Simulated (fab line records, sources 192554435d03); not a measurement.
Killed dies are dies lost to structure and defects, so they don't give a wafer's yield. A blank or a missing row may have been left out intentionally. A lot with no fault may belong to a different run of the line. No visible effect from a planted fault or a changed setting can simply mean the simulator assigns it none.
Matching of chambers + flow n5Finfet + N5_BEOL_M1_VIA_ETCH_34 on rieDiel-05: 4 sister chambers
The step etches the open film in C4F6/O2, target depth 67.8 nm, time 64.4 s. 16 wafers are shown with their chamber, then 8 later ones without.

== WAFERS WITH THEIR CHAMBER ==
| wafer  | chamber | showerheadPlenumPTorr (Torr) | rfVppV (V) | throttleValvePct (%) |
|--------|---------|------------------------------|------------|----------------------|
| L079.1 | 0       | 2.83                         | 674        | 30.54                |
| L079.3 | 1       | 2.89                         | 665        | 30.56                |
| L079.5 | 2       | 2.84                         | 655        | 30.51                |
| L083.3 | 3       | 3.02                         | 682        | 30.84                |
| L083.5 | 0       | 2.83                         | 675        | 30.55                |
| L083.6 | 3       | 3.02                         | 682        | 30.84                |
| L086.2 | 3       | 3.02                         | 683        | 30.85                |
| L086.3 | 2       | 2.83                         | 653        | 30.54                |
| L086.6 | 2       | 2.83                         | 655        | 30.51                |
| L088.1 | 0       | 2.83                         | 676        | 30.55                |
| L088.2 | 2       | 2.83                         | 656        | 30.53                |
| L088.3 | 1       | 2.88                         | 665        | 30.54                |
| L090.1 | 0       | 2.83                         | 676        | 30.54                |
| L090.2 | 1       | 2.88                         | 665        | 30.55                |
| L090.6 | 2       | 2.83                         | 655        | 30.53                |
| L092.2 | 3       | 3.01                         | 683        | 30.83                |

SIGNATURES, as means of the wafers listed above
| reading               | chamber 0 | chamber 1 | chamber 2 | chamber 3 | scatter within a chamber |
|-----------------------|-----------|-----------|-----------|-----------|--------------------------|
| showerheadPlenumPTorr | 2.8300    | 2.8833    | 2.8320    | 3.0175    | 0.0043                   |
| rfVppV                | 675.25    | 665.00    | 654.80    | 682.50    | 0.844                    |
| throttleValvePct      | 30.5450   | 30.5500   | 30.5240   | 30.8400   | 0.0101                   |
Rule: for a wafer and a chamber, the distance is found by dividing, reading by reading, the gap between the wafer's reading and the chamber's mean by the reading's scatter, squaring, summing and taking the root. The wafer belongs to the nearest chamber; if the next one is less than 2 further off, it can't be placed. The scatter is the square root of a quotient: the sum, over the shown wafers, of each reading's squared deviation from its chamber's mean, divided by wafers minus chambers.

== WAFERS WHOSE CHAMBER IS MISSING ==
| wafer  | showerheadPlenumPTorr (Torr) | rfVppV (V) | throttleValvePct (%) |
|--------|------------------------------|------------|----------------------|
| L092.4 | 2.83                         | 655        | 30.53                |
| L092.6 | 2.88                         | 664        | 30.55                |
| L093.2 | 3.01                         | 683        | 30.82                |
| L093.3 | 2.83                         | 676        | 30.54                |
| L093.6 | 2.83                         | 655        | 30.53                |
| L097.2 | 2.83                         | 654        | 30.54                |
| L097.3 | 2.88                         | 663        | 30.57                |
| L097.6 | 2.88                         | 666        | 30.57                |

== THE CHAMBER EACH PASSED THROUGH ==
| wafer  | from the rows above | in truth |
|--------|---------------------|----------|
| L092.4 | 2                   | 2        |
| L092.6 | 1                   | 1        |
| L093.2 | 3                   | 3        |
| L093.3 | 0                   | 0        |
| L093.6 | 2                   | 2        |
| L097.2 | 2                   | 2        |
| L097.3 | 1                   | 1        |
| L097.6 | 1                   | 1        |
Correct placement for 8 of the 8. From these rows, 0 cannot be placed. Wrongly placed: 0.
